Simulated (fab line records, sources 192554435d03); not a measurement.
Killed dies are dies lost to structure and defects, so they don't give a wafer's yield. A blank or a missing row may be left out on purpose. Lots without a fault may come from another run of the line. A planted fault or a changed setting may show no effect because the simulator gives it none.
Which tool did it? | flow n5_finfet | 24 lots, 72 wafers sampled, at 6 steps of a route of 1938

WHAT THE GAUGES READ, wafer by wafer
N5_BEOL_M14_RS_MEAS_54: measures by four-point-probe.
lot  | measured     | on            | M14_RS (ohm/sq)
L074 | day 12 06:28 | film_metro-01 | 0.0342 0.0341 0.0340
L075 | day 12 06:52 | film_metro-02 | 0.0343 0.0344 0.0336
L076 | day 12 09:37 | film_metro-01 | 0.0328 0.0329 0.0336
L078 | day 12 10:33 | film_metro-01 | 0.0332 0.0341 0.0341
L077 | day 12 10:59 | film_metro-02 | 0.0340 0.0331 0.0329
L079 | day 12 11:56 | film_metro-02 | 0.0330 0.0331 0.0332
L080 | day 13 06:25 | film_metro-02 | 0.0340 0.0330 0.0331
L081 | day 13 12:01 | film_metro-01 | 0.0329 0.0328 0.0335
L082 | day 13 17:49 | film_metro-01 | 0.0334 0.0341 0.0332
L083 | day 14 01:45 | film_metro-01 | 0.0324 0.0338 0.0333
L084 | day 14 10:14 | film_metro-02 | 0.0338 0.0339 0.0336
L085 | day 14 13:02 | film_metro-02 | 0.0339 0.0336 0.0326
L088 | day 14 17:11 | film_metro-02 | 0.0342 0.0333 0.0329
L087 | day 14 18:52 | film_metro-01 | 0.0338 0.0339 0.0333
L086 | day 15 03:12 | film_metro-01 | 0.0329 0.0346 0.0337
L090 | day 15 04:25 | film_metro-02 | 0.0332 0.0337 0.0337
L089 | day 15 06:46 | film_metro-02 | 0.0339 0.0334 0.0334
L092 | day 15 21:50 | film_metro-01 | 0.0328 0.0330 0.0347
L091 | day 16 03:38 | film_metro-02 | 0.0326 0.0331 0.0335
L095 | day 16 08:53 | film_metro-01 | 0.0339 0.0331 0.0339
L093 | day 16 18:25 | film_metro-02 | 0.0331 0.0329 0.0333
L094 | day 16 19:09 | film_metro-01 | 0.0332 0.0333 0.0336
L096 | day 16 21:46 | film_metro-01 | 0.0333 0.0332 0.0335
L097 | day 17 05:02 | film_metro-01 | 0.0330 0.0331 0.0328

N5_BEOL_M15_OVL_MEAS_29.
lot  | measured     | on         | M15_OVL (nm)
L074 | day 12 08:53 | overlay-01 | 0 -3 -6
L075 | day 12 10:39 | overlay-02 | 0 -6 -8
L076 | day 12 12:44 | overlay-01 | 14 8 7
L078 | day 12 14:39 | overlay-01 | 1 1 1
L077 | day 12 15:08 | overlay-02 | -1 9 9
L079 | day 12 16:18 | overlay-01 | -6 -9 -1
L080 | day 13 08:45 | overlay-02 | 4 5 12
L081 | day 13 14:16 | overlay-02 | 6 -2 -5
L082 | day 13 20:14 | overlay-01 | -2 -9 -7
L083 | day 14 03:58 | overlay-02 | -5 1 -1
L084 | day 14 12:38 | overlay-01 | -1 -1 -1
L085 | day 14 15:19 | overlay-01 | 4 -2 -2
L088 | day 14 19:34 | overlay-02 | 0 -9 -6
L087 | day 14 21:14 | overlay-01 | 2 6 6
L086 | day 15 05:50 | overlay-02 | -6 -5 -7
L090 | day 15 06:39 | overlay-02 | -2 -7 1
L089 | day 15 09:19 | overlay-01 | -7 0 5
L092 | day 16 00:05 | overlay-01 | -3 4 0
L091 | day 16 05:52 | overlay-01 | -1 -8 -5
L095 | day 16 11:40 | overlay-02 | 4 -1 -2
L093 | day 16 21:10 | overlay-01 | 0 0 3
L094 | day 16 21:40 | overlay-02 | 0 -2 -2
L096 | day 17 00:15 | overlay-02 | 4 4 1
L097 | day 17 07:44 | overlay-02 | -8 -7 -8

N5_BEOL_M15_THK_MEAS_50: measures by xrf.
lot  | measured     | on            | M15_THK (nm)
L074 | day 12 12:29 | film_metro-01 | 809 820 819
L075 | day 12 16:55 | film_metro-02 | 844 865 849
L076 | day 12 17:25 | film_metro-02 | 819 835 828
L078 | day 12 20:55 | film_metro-01 | 845 859 859
L077 | day 12 20:59 | film_metro-02 | 872 851 851
L079 | day 12 21:16 | film_metro-01 | 841 812 822
L080 | day 13 12:58 | film_metro-01 | 845 830 822
L081 | day 13 18:23 | film_metro-01 | 844 870 842
L082 | day 13 23:56 | film_metro-01 | 836 864 838
L083 | day 14 06:14 | film_metro-01 | 857 841 823
L084 | day 14 15:30 | film_metro-01 | 842 870 867
L085 | day 14 18:28 | film_metro-02 | 830 837 820
L088 | day 14 21:50 | film_metro-02 | 853 822 849
L087 | day 15 04:31 | film_metro-01 | 868 828 861
L086 | day 15 11:19 | film_metro-01 | 833 860 873
L090 | day 15 11:00 | film_metro-02 | 845 884 852
L089 | day 15 12:04 | film_metro-01 | 834 806 849
L092 | day 16 02:56 | film_metro-01 | 838 867 838
L091 | day 16 08:46 | film_metro-01 | 829 842 874
L095 | day 16 14:55 | film_metro-01 | 832 881 858
L093 | day 17 01:05 | film_metro-02 | 869 885 856
L094 | day 17 02:38 | film_metro-01 | 850 825 845
L096 | day 17 04:38 | film_metro-02 | 860 864 866
L097 | day 17 11:08 | film_metro-01 | 884 865 875

WHICH TOOL RAN EACH LOT (tool, then ch and the chambers of the sampled wafers, then the start)
lot  | N5_BEOL_M15_TRENCH_ETCH_34         | N5_BEOL_M15_STRIP_37                          | N5_BEOL_M15_DEGAS_41
L074 | rie_diel-02 ch 0,1, day 12 10:18   | rie_diel-06 ch 1,2, day 12 11:15 or earlier   | pvd_sputter-02, day 12 11:15
L075 | rie_diel-06 ch 0,1,2, day 12 12:36 | rie_diel-06 ch 0,2,3, day 12 15:43 or earlier | pvd_sputter-01, day 12 15:43
L076 | rie_diel-02 ch 1,2, day 12 15:20   | rie_diel-02 ch 0,2, day 12 16:14 or earlier   | pvd_sputter-01, day 12 16:14
L078 | rie_diel-06 ch 0,1, day 12 16:46   | rie_diel-02 ch 0,1,3, day 12 19:40 or earlier | pvd_sputter-02, day 12 19:40
L077 | rie_diel-06 ch 0,1,2, day 12 17:03 | rie_diel-06 ch 1,2,3, day 12 19:44 or earlier | pvd_sputter-01, day 12 19:44
L079 | rie_diel-02 ch 0,1,3, day 12 18:29 | rie_diel-02 ch 0,1,3, day 12 20:03 or earlier | pvd_sputter-01, day 12 20:03
L080 | rie_diel-02 ch 0,2, day 13 08:54   | rie_diel-06 ch 0,2,3, day 13 11:14 or earlier | pvd_sputter-01, day 13 11:14
L081 | rie_diel-06 ch 0,1, day 13 14:25   | rie_diel-02 ch 0,3, day 13 17:11 or earlier   | pvd_sputter-01, day 13 17:11
L082 | rie_diel-04 ch 2,3, day 13 20:23   | rie_diel-04 ch 0,1,2, day 13 22:45 or earlier | pvd_sputter-03, day 13 22:45
L083 | rie_diel-02 ch 0,2,3, day 14 04:07 | rie_diel-04 ch 0,1,3, day 14 05:03 or earlier | pvd_sputter-02, day 14 05:03
L084 | rie_diel-04 ch 1,2,3, day 14 12:47 | rie_diel-04 ch 1,2,3, day 14 14:13 or earlier | pvd_sputter-02, day 14 14:13
L085 | rie_diel-06 ch 2,3, day 14 15:28   | rie_diel-06 ch 0,3, day 14 17:07 or earlier   | pvd_sputter-01, day 14 17:07
L088 | rie_diel-06 ch 0,3, day 14 19:43   | rie_diel-04 ch 0,1, day 14 20:40 or earlier   | pvd_sputter-01, day 14 20:40
L087 | rie_diel-06 ch 1,3, day 14 21:49   | rie_diel-04 ch 0,1, day 15 03:07 or earlier   | pvd_sputter-03, day 15 03:07
L086 | rie_diel-02 ch 0,1,3, day 15 06:11 | rie_diel-06 ch 0,2, day 15 10:08 or earlier   | pvd_sputter-03, day 15 10:08
L090 | rie_diel-04 ch 0,2, day 15 06:47   | rie_diel-04 ch 0,2, day 15 09:49 or earlier   | pvd_sputter-03, day 15 09:49
L089 | rie_diel-02 ch 0,1,3, day 15 09:27 | rie_diel-06 ch 0,2,3, day 15 10:52 or earlier | pvd_sputter-03, day 15 10:52
L092 | rie_diel-02 ch 1,2, day 16 00:14   | rie_diel-02 ch 0,1,2, day 16 01:22 or earlier | pvd_sputter-03, day 16 01:22
L091 | rie_diel-06 ch 0,1,3, day 16 06:01 | rie_diel-02 ch 0,1,2, day 16 07:08 or earlier | pvd_sputter-01, day 16 07:08
L095 | rie_diel-06 ch 0,1,3, day 16 11:49 | rie_diel-02 ch 1,3, day 16 13:42 or earlier   | pvd_sputter-03, day 16 13:42
L093 | rie_diel-04 ch 0,1,3, day 16 21:33 | rie_diel-04 ch 2,3, day 16 23:47 or earlier   | pvd_sputter-02, day 16 23:47
L094 | rie_diel-02 ch 1,2,3, day 16 21:50 | rie_diel-02 ch 1,2, day 17 00:50 or earlier   | pvd_sputter-02, day 17 00:50
L096 | rie_diel-04 ch 2,3, day 17 00:23   | rie_diel-04 ch 1,2, day 17 01:53 or earlier   | pvd_sputter-02, day 17 01:53
L097 | rie_diel-04 ch 0,1,2, day 17 08:13 | rie_diel-06 ch 1,2, day 17 09:26 or earlier   | pvd_sputter-01, day 17 09:26
- N5_BEOL_M15_TRENCH_ETCH_34: etches SiO2 in C4F8/O2/Ar, target depth 872.93 nm, time 199 s.
- N5_BEOL_M15_STRIP_37: strips in O2.
- N5_BEOL_M15_DEGAS_41: time 60 s.

WHAT THE TOOLS THEMSELVES READ (means of the sampled wafers that have a number; where no wafer has one, the mark that the record gives instead)
N5_BEOL_M15_TRENCH_ETCH_34.
lot  | tool        | chamber_pressure_mTorr (mTorr) | drypump_motor_current_A (A) | oes_f_703_au (a.u.) | oes_o_777_au (a.u.) | oes_product_au (a.u.) | rf_vpp_V (V) | showerhead_plenum_p_Torr (Torr) | throttle_valve_pct (%)
L074 | rie_diel-02 | 20.000                         | 6.04                        | 0.73                | 0.72                | 0.72                  | 2228         | 3.41                            | 31.23
L075 | rie_diel-06 | 19.990                         | 5.86                        | 0.86                | 0.86                | 0.86                  | 2249         | 3.52                            | 30.84
L076 | rie_diel-02 | 20.002                         | 5.71                        | 0.72                | 0.72                | 0.71                  | 2223         | 3.35                            | 31.05
L078 | rie_diel-06 | 20.008                         | 5.86                        | 0.92                | 0.92                | 0.93                  | 2244         | 3.51                            | 30.80
L077 | rie_diel-06 | 20.004                         | 5.86                        | 0.86                | 0.85                | 0.86                  | 2248         | 3.52                            | 30.85
L079 | rie_diel-02 | 19.997                         | 5.86                        | 0.79                | 0.79                | 0.78                  | 2221         | 3.43                            | 31.06
L080 | rie_diel-02 | 19.991                         | 5.84                        | 0.73                | 0.74                | 0.73                  | 2218         | 3.38                            | 31.08
L081 | rie_diel-06 | 20.003                         | 5.88                        | 0.90                | 0.90                | 0.90                  | 2244         | 3.50                            | 30.81
L082 | rie_diel-04 | 20.007                         | 5.59                        | 0.77                | 0.76                | 0.75                  | 2216         | 3.38                            | 30.84
L083 | rie_diel-02 | 20.003                         | 5.67                        | 0.79                | 0.80                | 0.79                  | 2212         | 3.40                            | 30.92
L084 | rie_diel-04 | 20.010                         | 5.85                        | 0.81                | 0.82                | 0.82                  | 2225         | 3.46                            | 30.86
L085 | rie_diel-06 | 19.985                         | 6.02                        | 0.74                | 0.74                | 0.74                  | 2241         | 3.38                            | 31.09
L088 | rie_diel-06 | 19.985                         | 5.93                        | 0.84                | 0.84                | 0.84                  | 2237         | 3.44                            | 31.00
L087 | rie_diel-06 | 20.018                         | 6.02                        | 0.84                | 0.84                | 0.85                  | 2253         | 3.44                            | 30.74
L086 | rie_diel-02 | 19.994                         | 5.87                        | 0.85                | 0.85                | 0.85                  | 2221         | 3.42                            | 31.00
L090 | rie_diel-04 | 19.995                         | 5.83                        | 0.78                | 0.78                | 0.78                  | 2229         | 3.47                            | 30.85
L089 | rie_diel-02 | 20.003                         | 5.87                        | 0.84                | 0.85                | 0.84                  | 2221         | 3.43                            | 31.00
L092 | rie_diel-02 | 19.999                         | 5.53                        | 0.79                | 0.80                | 0.80                  | 2213         | 3.31                            | 30.82
L091 | rie_diel-06 | 20.000                         | 5.99                        | 0.82                | 0.83                | 0.83                  | 2244         | 3.43                            | 30.88
L095 | rie_diel-06 | 20.001                         | 5.99                        | 0.82                | 0.82                | 0.83                  | 2243         | 3.43                            | 30.88
L093 | rie_diel-04 | 20.025                         | 5.86                        | 0.85                | 0.85                | 0.85                  | 2220         | 3.51                            | 31.09
L094 | rie_diel-02 | 20.015                         | 5.61                        | 0.83                | 0.83                | 0.83                  | 2214         | 3.38                            | 30.82
L096 | rie_diel-04 | 20.005                         | 5.70                        | 0.88                | 0.87                | 0.87                  | 2226         | 3.35                            | 30.45
L097 | rie_diel-04 | 19.994                         | 5.97                        | 0.80                | 0.80                | 0.80                  | 2231         | 3.49                            | 30.87

N5_BEOL_M15_STRIP_37.
lot  | tool        | chamber_pressure_mTorr (mTorr) | drypump_motor_current_A (A) | o2_flow_sccm (sccm) | oes_product_au (a.u.) | rf_vpp_V (V) | showerhead_plenum_p_Torr (Torr) | throttle_valve_pct (%)
L074 | rie_diel-06 | 30.02                          | 5.89                        | 224.4               | 0.87                  | 4.0          | 2.16                            | 16.54
L075 | rie_diel-06 | 29.99                          | 5.92                        | 224.9               | 0.80                  | 3.8          | 2.11                            | 16.78
L076 | rie_diel-02 | 30.01                          | 5.83                        | 225.5               | 0.73                  | 3.5          | 2.07                            | 16.85
L078 | rie_diel-02 | 30.01                          | 5.86                        | 225.0               | 0.79                  | 3.5          | 2.10                            | 16.83
L077 | rie_diel-06 | 29.97                          | 5.97                        | 225.3               | 0.80                  | 3.4          | 2.11                            | 16.69
L079 | rie_diel-02 | 30.02                          | 5.85                        | 225.1               | 0.79                  | 3.7          | 2.09                            | 16.84
L080 | rie_diel-06 | 29.94                          | 5.91                        | 224.9               | 0.79                  | 5.0          | 2.10                            | 16.80
L081 | rie_diel-02 | 30.00                          | 5.75                        | 224.9               | 0.87                  | 2.9          | 2.12                            | 16.66
L082 | rie_diel-04 | 29.97                          | 5.98                        | 225.6               | 0.82                  | 3.9          | 2.15                            | 16.66
L083 | rie_diel-04 | 29.99                          | 5.84                        | 225.6               | 0.76                  | 3.0          | 2.16                            | 16.94
L084 | rie_diel-04 | 29.98                          | 5.84                        | 224.4               | 0.81                  | 3.5          | 2.11                            | 16.63
L085 | rie_diel-06 | 29.95                          | 6.04                        | 225.6               | 0.80                  | 3.3          | 2.06                            | 16.82
L088 | rie_diel-04 | 29.99                          | 6.11                        | 224.6               | 0.82                  | 3.7          | 2.21                            | 16.91
L087 | rie_diel-04 | 29.99                          | 6.12                        | 224.8               | 0.83                  | 3.2          | 2.21                            | 16.91
L086 | rie_diel-06 | 29.99                          | 5.79                        | 224.9               | 0.75                  | 3.7          | 2.15                            | 16.83
L090 | rie_diel-04 | 30.00                          | 5.83                        | 225.4               | 0.76                  | 4.2          | 2.13                            | 16.76
L089 | rie_diel-06 | 30.04                          | 5.92                        | 225.1               | 0.77                  | 3.6          | 2.10                            | 16.84
L092 | rie_diel-02 | 29.97                          | 5.77                        | 225.8               | 0.79                  | 3.6          | 2.04                            | 16.78
L091 | rie_diel-02 | 30.02                          | 5.77                        | 225.1               | 0.78                  | 3.2          | 2.04                            | 16.79
L095 | rie_diel-02 | 30.02                          | 5.69                        | 225.4               | 0.90                  | 3.8          | 2.10                            | 16.57
L093 | rie_diel-04 | 30.02                          | 5.69                        | 224.3               | 0.87                  | 3.8          | 2.05                            | 16.27
L094 | rie_diel-02 | 30.04                          | 5.69                        | 224.4               | 0.84                  | 3.5          | 2.03                            | 16.66
L096 | rie_diel-04 | 29.99                          | 5.95                        | 225.0               | 0.84                  | 3.9          | 2.10                            | 16.37
L097 | rie_diel-06 | 30.00                          | 5.89                        | 225.1               | 0.81                  | 4.0          | 2.14                            | 16.61

N5_BEOL_M15_DEGAS_41.
lot  | tool           | heater_power_w (W)
L074 | pvd_sputter-02 | 476
L075 | pvd_sputter-01 | 458
L076 | pvd_sputter-01 | 467
L078 | pvd_sputter-02 | 459
L077 | pvd_sputter-01 | 478
L079 | pvd_sputter-01 | 444
L080 | pvd_sputter-01 | 471
L081 | pvd_sputter-01 | 439
L082 | pvd_sputter-03 | 513
L083 | pvd_sputter-02 | 477
L084 | pvd_sputter-02 | 486
L085 | pvd_sputter-01 | 409
L088 | pvd_sputter-01 | 440
L087 | pvd_sputter-03 | 569
L086 | pvd_sputter-03 | 565
L090 | pvd_sputter-03 | 436
L089 | pvd_sputter-03 | 532
L092 | pvd_sputter-03 | 477
L091 | pvd_sputter-01 | 466
L095 | pvd_sputter-03 | 488
L093 | pvd_sputter-02 | 503
L094 | pvd_sputter-02 | 477
L096 | pvd_sputter-02 | 502
L097 | pvd_sputter-01 | 467

THE ANSWER, worked out from the rows above alone
Rule: what is usual is taken from the lots themselves. Put in order of their means at a reading, lots are off if they are a third of the lots or fewer, leave a main group of 4 or more, and stand apart from it by a gap of 3 or more times the standard deviation of the main group's means; of several such gaps the widest counts. A main group whose means are all the same, to the digits that the tables above print for the reading, isn't used. A lot without any number at a reading at which 4 lots or more have one is off too. The other lots that the step has rows for count as sound. The gauges are gone through in route order, then the tools' own readings, and for those a lot's mean is taken as printed above. The first step at which some lot is off is used, and at that step the reading that is off furthest; a lot without a number counts as furthest.
No lot is off at any reading shown: from this, nothing can be told.

WHAT THE SIMULATOR HAD PUT IN
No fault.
